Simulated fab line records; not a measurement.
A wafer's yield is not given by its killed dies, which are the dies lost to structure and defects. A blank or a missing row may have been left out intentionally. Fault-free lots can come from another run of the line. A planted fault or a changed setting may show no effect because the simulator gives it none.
fab line records ; flow n5_finfet
record lots=4; wafers=12; last_day=17
route steps=1938 shown BEOL_M10@1529 BEOL_M11@1536
lots that met no fault: from a run of the same line without faults
start_h: start of the lot's first displayed wafer, in hours after the record's first day ; wait_h: how many hours have passed since the lot's step before this one ; " identical to the entry in the row above ; L1.1+2: one row covering several wafers at once ; - no value, or no start was given ; * or withheld: withheld ; < > ~ a bound
route shown NAME@n: NAME is a module with steps in the file, n the number in the route of the first one ; usual: mean/standard deviation of fault-free wafers ; same: alike in all rows ; chamber/n: place in a boat ; sites: readings site by site ; _std_site: their standard deviation ; _edge_site: the outer-site mean with the inner-site mean subtracted ; radius_mm: for every site, how far away it sits from the centre of the wafer ; mask NAME#n: copy n ; behind: the most recent tool/chamber to have shaped the wafer ; hold: why the lot went on hold/how many hours it stayed there/how the hold came to an end ; device: names the non-switching transistor (n, p or np) ; end of line: the same wafers' tests at the end of the route ; a step given without rows: its recipe and nothing more ; killed: count of dies lost to structure and defects at first sort (not the wafer's yield) ; map: a wafer's dies, x killed, . not, _ none there
set.NAME: the setting as run; set.NAME@STEP: as run at that earlier step ; model.NAME: the simulator's own value behind a step, which no gauge read
a table for each step, a row for each wafer; lots at some steps of the route
services: a tool's chamber out of use, with start hour (start_h, from the record's first day; less than 0 if before it), hours out, and reason
## steps
# step N5_BEOL_M10_ANNEAL_51
# recipe temp_c=225; time_s=90; ambient=N2
# step N5_BEOL_M10_CMP_52
# recipe stop_on=SiCOH_lowk; t_overpolish_s=7; down_force_psi=1; platen_rpm=50; clearing_platen_down_force_psi=1.5; clearing_platen_rpm=50; post_cmp_clean=cu_alkaline; target_thk_nm=140; clearing_platen_pad_velocity_m_s=0.99484; pad_velocity_m_s=0.99484
# step N5_BEOL_M10_PRE_CLEAN_55
# recipe gas=NH3; time_s=15; temp_c=withheld; rf_power_w=300
# step N5_BEOL_M10_DEP_56
# recipe material=SiCN; target_thk_a=150; temp_c=withheld; precursor=3MS/NH3; pressure_torr=3; rf_w=202; time_s=26.5
# step N5_BEOL_M11_ILD_DEP_00
# recipe material=SiCOH_lowk; target_thk_a=3085.1; temp_c=300; precursor=DEMS/porogen; pressure_torr=5; rf_w=500; time_s=58
# step N5_BEOL_M11_CURE_71
# recipe temp_c=385; time_s=240; ambient=He/Ar; material=SiCOH_lowk
# step N5_BEOL_M11_PECVD_70
# recipe material=SiO2; target_thk_a=200; temp_c=400; precursor=TEOS/O2; pressure_torr=5.5; rf_w=450; teos_flow_sccm=53.8; gas=O2; flow_sccm=3000; time_s=22.7
# step N5_BEOL_M11_HM_DEP_02
# recipe material=TiN; target_thk_a=200; temp_c=25; chamber_pressure_pa=0.49996
# step N5_BEOL_M11_COAT_59
# recipe resist=SOC; temp_c=250; time_s=60; spin_rpm=1500; resist_thk_nm=100
# usual heater_power_total_W=500.6/1.8; spin_speed_rpm=1500.0/0.97
lot.wafer;tool;chamber;start_h;wait_h;heater_power_total_W;spin_speed_rpm;model.SOC_of_BEOL_M11_COAT_59.thk_nm
L848.2;litho_track-01;0;203.40;0.1;501.9;1498.5;99.8
L848.4;litho_track-01;0;203.40;0.1;500.1;1499.6;100
L848.6;litho_track-01;0;203.40;0.1;498.7;1500.4;99.4
L867.3;litho_track-01;0;346.55;0.1;500.5;1428.0;102.2
L867.4;litho_track-01;0;346.55;0.1;501.8;1427.6;102.6
L867.6;litho_track-01;0;346.55;0.1;498.0;1427.3;102.4
L870.3;litho_track-01;0;361.51;0.1;502.3;1428.0;102.4
L870.4;litho_track-01;0;361.51;0.1;499.4;1426.9;102.2
L870.5;litho_track-01;0;361.51;0.1;499.6;1428.6;102.4
L871.3;litho_track-05;0;366.57;0.1;503.0;1498.6;99.8
L871.5;litho_track-05;0;366.57;0.1;498.7;1501.5;99.8
L871.6;litho_track-05;0;366.57;0.1;499.0;1499.1;99.6
# step N5_BEOL_M11_COAT_60
# recipe resist=SiARC; temp_c=220; time_s=60; spin_rpm=1500; resist_thk_nm=30
# step N5_BEOL_M11_COAT_05
# recipe resist=CAR-ArF; spin_rpm=1500; resist_thk_nm=90
# step N5_BEOL_M11_EBR_07
# recipe solvent=PGMEA; ebr_width_mm=1.5
# step N5_BEOL_M11_SOFTBAKE_06
# recipe temp_c=110; time_s=60; resist=CAR-ArF
# step N5_BEOL_M11_EXPOSE_08
# recipe mask_id=M11; na=1.35; source_shape=dipole; sigma_inner=0.411; sigma_outer=0.611; polarization=te; dose_mj=53.75
# step N5_BEOL_M11_PEB_09
# recipe peb_temp_c=withheld; peb_time_s=60; resist=CAR-ArF
# step N5_BEOL_M11_DEVELOP_10
# recipe develop_time_s=30; developer=TMAH; resist=CAR-ArF; rinse_liquid=diw; dry=air_spin; dev_temp_c=23
# step N5_BEOL_M11_DESCUM_16
# recipe chemistry=O2; time_s=7.9; source_power_w=50; bias_power_w=20; pressure_mtorr=20; rf_frequency_hz=2.712e+07; temp_c=40; resist=CAR-ArF; o2_flow_sccm=225
# step N5_BEOL_M11_ETCH_61
# recipe chemistry=CF4; target=SiARC; target_depth_a=390; mask_material=CAR-ArF; time_s=65; ion_energy_ev=80; pressure_mtorr=40; source_w=545; bias_w=36; Ar_flow_sccm=100; cf4_flow_sccm=100; ends=cleared
# step N5_BEOL_M11_ETCH_62
# recipe chemistry=N2/H2; target=SOC; target_depth_a=1100; overetch_a=220; mask_material=SiARC; temp_c=40; time_s=165; ion_energy_ev=200; pressure_mtorr=30; source_w=840; bias_w=150; n2_flow_sccm=200; h2_flow_sccm=200
# usual drypump_motor_current_A=5.8/0.5; oes_product_au=0.67/0.059; rf_vpp_V=523.9/2.7; showerhead_plenum_p_Torr=2.55/0.091; throttle_valve_pct=17.87/0.25
lot.wafer;tool;chamber;start_h;wait_h;drypump_motor_current_A;oes_product_au;rf_hours_counter_h;rf_vpp_V;showerhead_plenum_p_Torr;throttle_valve_pct;model.etch.depth_nm
L848.2;rie_diel-05;2;204.03;0.0;5.4;0.62;188;523.8;2.53;18.25;99.78
L848.4;rie_diel-05;0;204.03;0.0;5.6;0.80;10;521.5;2.50;17.47;100
L848.6;rie_diel-05;1;204.03;0.0;5.9;0.63;-;524.0;2.64;18.13;99.49
L867.3;rie_diel-05;1;347.20;0.0;5.9;0.61;230;526.2;2.62;18.22;102.2
L867.4;rie_diel-05;2;347.20;0.0;5.4;0.61;232;523.8;2.51;18.34;102.6
L867.6;rie_diel-05;1;347.20;0.0;5.9;0.61;-;526.1;2.62;18.22;102.5
L870.3;rie_diel-05;0;362.05;0.0;5.7;0.73;56;521.9;2.48;17.55;102.4
L870.4;rie_diel-05;1;362.05;0.0;5.8;0.61;235;525.5;2.62;18.22;102.2
L870.5;rie_diel-05;1;362.05;0.0;5.8;0.61;-;525.9;2.62;18.22;102.4
L871.3;rie_diel-06;2;366.99;0.0;6.5;0.62;201;522.7;2.51;17.89;99.79
L871.5;rie_diel-06;1;366.99;0.0;5.5;0.59;-;521.9;2.41;17.99;99.81
L871.6;rie_diel-06;0;366.99;0.0;5.7;0.69;-;524.9;2.58;17.65;99.52
# step N5_BEOL_M11_STRIP_68
# recipe chemistry=N2/H2; temp_c=40; n2_flow_sccm=200; h2_flow_sccm=200; rf_frequency_hz=6e+07
# step N5_BEOL_M11_STRIP_67
# recipe chemistry=CF4; resist=SiARC; power_w=300; bias_power_w=75; pressure_mtorr=50; cf4_flow_sccm=150; rf_frequency_hz=6e+07
# step N5_BEOL_M11_HM_OPEN_17
# recipe chemistry=Cl2/BCl3; target_depth_a=200; overetch_a=60; target=TiN; mask_material=SOC; ion_energy_ev=150; pressure_mtorr=10; icp_w=1000; bias_w=126; Cl2_flow_sccm=53.25; bcl3_flow_sccm=21.75; Ar_flow_sccm=25
# usual drypump_motor_current_A=5.9/0.38; oes_product_au=0.66/0.073; throttle_valve_pct=22.07/0.16
lot.wafer;tool;chamber;start_h;wait_h;drypump_motor_current_A;oes_product_au;rf_hours_counter_h;throttle_valve_pct;model.SOC_of_BEOL_M11_COAT_59.thk_nm
L848.2;rie_metal-02;0;204.22;0.0;5.7;0.60;81;22.24;92
L848.4;rie_metal-02;1;204.22;0.0;6.2;0.74;-;21.98;92
L848.6;rie_metal-02;0;204.22;0.0;5.7;0.60;-;22.24;91.6
L867.3;rie_metal-02;1;347.42;0.1;6.2;0.69;-;22.02;94.4
L867.4;rie_metal-02;0;347.42;0.1;5.7;0.57;-;22.28;94.8
L867.6;rie_metal-02;1;347.42;0.1;6.3;0.69;-;22.03;94.6
L870.3;rie_metal-03;0;362.26;0.1;6.5;0.67;-;22.03;94.6
L870.4;rie_metal-03;1;362.26;0.1;5.9;0.70;-;21.94;94.2
L870.5;rie_metal-03;1;362.26;0.1;5.9;0.71;-;21.96;94.4
L871.3;rie_metal-02;1;367.21;0.1;6.3;0.69;-;22.04;91.8
L871.5;rie_metal-02;1;367.21;0.1;6.2;0.69;-;22.03;91.8
L871.6;rie_metal-02;0;367.21;0.1;5.7;0.57;-;22.30;91.8
# step N5_BEOL_M11_STRIP_19
# recipe chemistry=O2; power_w=400; temp_c=40; pressure_mtorr=30; rf_frequency_hz=6e+07; bias_power_w=0; overash_fraction=0.2; o2_flow_sccm=225
## services
tool;chamber;start_h;hours;kind
rie_metal-03;0;184.21;10.9;repair
rie_metal-02;-;190.48;2.7;repair
rie_diel-05;-;197.43;0.5;repair
rie_metal-02;-;227.80;2.8;pm
rie_metal-03;-;257.92;0.4;repair
rie_metal-02;1;287.03;22.4;repair
rie_diel-06;2;297.63;7.9;repair
rie_diel-05;3;298.23;8.0;repair
rie_diel-06;-;302.99;14.6;pm
rie_diel-06;0;329.38;30.4;repair
rie_metal-03;0;334.30;4.0;repair
rie_diel-06;2;337.79;6.0;repair
## key
first_sign step=N5_BEOL_M11_COAT_59; reading=spin_speed_rpm; direction=down; sigmas=75; usual=*; struck=*
effect none on later readings
model_effect step=N5_BEOL_M11_COAT_59; value=SOC_of_BEOL_M11_COAT_59.thk_nm; without=99.87; struck=102.4
model_effect step=N5_BEOL_M11_ETCH_62; value=etch.depth_nm; without=99.87; struck=102.4
model_effect step=N5_BEOL_M11_HM_OPEN_17; value=SOC_of_BEOL_M11_COAT_59.thk_nm; without=91.97; struck=94.5
met_at N5_BEOL_M11_COAT_59
struck_wafers L867.3,L867.4,L867.6,L870.3,L870.4,L870.5
onset_between 203.40 346.55
fault kind=process_parameter_drift; tool=litho_track-01; chamber=-; onset_h=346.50; steps=N5_BEOL_M11_COAT_59; channel=spin_rpm; offset=*; shape=step; end_h=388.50; acts_in=*; stated=*
